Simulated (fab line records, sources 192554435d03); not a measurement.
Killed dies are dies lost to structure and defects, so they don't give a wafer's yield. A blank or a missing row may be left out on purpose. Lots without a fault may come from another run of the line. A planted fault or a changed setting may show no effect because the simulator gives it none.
Split-lot experiment | flow n5_finfet | 7 lots, 39 wafers read, on a route of 1938 steps

THE SPLIT
At N5_HKMG_FIN_DEVELOP_48 (develop time 30 s), the setting develop_time_s was moved away from the recipe's 30 s on 12 of the 39 wafers read, by -47.7% to +52.3%. The other wafers ran this setting at the recipe's value.

The file shows no step between the split and the reading.

THE READING
cd_nm, in nm, at N5_HKMG_FIN_CD_MEAS_49 (target cd 202 nm). Fault-free wafers of this fab line usually give 201.8 nm, standard deviation 0.72 nm.

wafer  | tool, chamber at the split | develop_time_s as run, s | against the recipe | cd_nm, nm | against lot-mates on the recipe
L079.1 | litho_track-02, 0          | 30                       | recipe             | 201.5     | -
L079.2 | litho_track-02, 0          | 20.68                    | -31.1%             | 198.9     | -2.7
L079.3 | litho_track-02, 0          | 20.68                    | -31.1%             | 199.8     | -1.8
L079.4 | litho_track-02, 0          | 30                       | recipe             | 202.2     | -
L079.5 | litho_track-02, 0          | 20.68                    | -31.1%             | 199.9     | -1.7
L079.6 | litho_track-02, 0          | 30                       | recipe             | 201.1     | -
L082.1 | litho_track-02, 0          | 45.15                    | +50.5%             | 203.5     | +2.5
L082.2 | litho_track-02, 0          | 45.15                    | +50.5%             | 203.0     | +2.0
L082.3 | litho_track-02, 0          | 45.15                    | +50.5%             | 202.9     | +1.9
L082.4 | litho_track-02, 0          | 30                       | recipe             | 200.9     | -
L082.5 | litho_track-02, 0          | 30                       | recipe             | 200.4     | -
L082.6 | litho_track-02, 0          | 30                       | recipe             | 201.7     | -
L089.1 | litho_track-02, 0          | 30                       | recipe             | 201.5     | -
L089.2 | litho_track-02, 0          | 30                       | recipe             | 201.6     | -
L089.3 | litho_track-02, 0          | 30                       | recipe             | 201.7     | -
L089.4 | litho_track-02, 0          | 30                       | recipe             | 201.5     | -
L089.5 | litho_track-02, 0          | 30                       | recipe             | 202.0     | -
L089.6 | litho_track-02, 0          | 30                       | recipe             | 201.9     | -
L090.1 | litho_track-04, 0          | 45.68                    | +52.3%             | 204.9     | +3.2
L090.2 | litho_track-04, 0          | 45.68                    | +52.3%             | 203.5     | +1.8
L090.3 | litho_track-04, 0          | 30                       | recipe             | 201.5     | -
L090.4 | litho_track-04, 0          | 45.68                    | +52.3%             | 204.3     | +2.6
L090.5 | litho_track-04, 0          | 30                       | recipe             | 201.9     | -
L090.6 | litho_track-04, 0          | 30                       | recipe             | 201.8     | -
L094.1 | litho_track-02, 0          | 30                       | recipe             | 201.3     | -
L094.2 | litho_track-02, 0          | 15.69                    | -47.7%             | 197.8     | -3.8
L094.3 | litho_track-02, 0          | 15.69                    | -47.7%             | 197.4     | -4.2
L094.4 | litho_track-02, 0          | 30                       | recipe             | 202.4     | -
L094.5 | litho_track-02, 0          | 30                       | recipe             | 201.0     | -
L094.6 | litho_track-02, 0          | 15.69                    | -47.7%             | 197.9     | -3.7
L095.1 | litho_track-02, 0          | 30                       | recipe             | 201.2     | -
L095.2 | litho_track-02, 0          | 30                       | recipe             | 200.6     | -
L095.6 | litho_track-02, 0          | 30                       | recipe             | 201.4     | -
L097.1 | litho_track-02, 0          | 30                       | recipe             | 202.2     | -
L097.2 | litho_track-02, 0          | 30                       | recipe             | 202.0     | -
L097.3 | litho_track-02, 0          | 30                       | recipe             | 201.7     | -
L097.4 | litho_track-02, 0          | 30                       | recipe             | 202.2     | -
L097.5 | litho_track-02, 0          | 30                       | recipe             | 201.8     | -
L097.6 | litho_track-02, 0          | 30                       | recipe             | 201.4     | -

THE FIT
A straight line over all 39 wafers: cd_nm changes by +0.0553 nm for each +1% of develop_time_s; r = +0.91; the points scatter about the line by 0.65 nm.
The same after taking each lot's own level away (the mean of its wafers on the recipe; 39 wafers): +0.0577 nm for each +1%; r = +0.94; scatter 0.53 nm.
On that fit, the largest move of develop_time_s shifts the reading by 3 nm.
The lots' own levels span 201.00 to 201.88 nm, that is 1.2 times the standard deviation above.
So the lot-to-lot level changes the slope little: the two slopes agree.
Check: with one of the wafers moved furthest among these (+52.3%) left out of the fit, the line predicts +2.76 nm for it against its lot-mates. It came out at +3.17 nm against them.

OTHER SPLITS ON THESE WAFERS
These wafers also went through other splits before the reading. Each is held against what the fit with the lots' levels taken away leaves over:
other split on the same wafers | wafers away from the commonest value | r with cd_nm (lot level and that fit taken away)
N5_FIN_SAQP_PECVD_06 time_s    | 9                                    | -0.03

THE WHOLE CHAIN: every reading that the file lists as answering this split, in the file's order
step                   | what it does                                           | reading                                                                | change (the file's fit)                | r (the file's)
N5_HKMG_FIN_CD_MEAS_49 | target cd 202 nm                                       | cd_nm                                                                  | +0.0574 nm for each +1% of the setting | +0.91
N5_HKMG_FIN_ETCH_54    | etches SiARC in CF4, target depth 45.5 nm, time 75.8 s | HKMG_FIN.cd_offset_nm (the simulator's own value, which no gauge read) | +0.059 nm for each +1% of the setting  | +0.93

THE FILE'S OWN FIT
cd_nm changes by +0.0574 nm for each +1% of develop_time_s, r = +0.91.
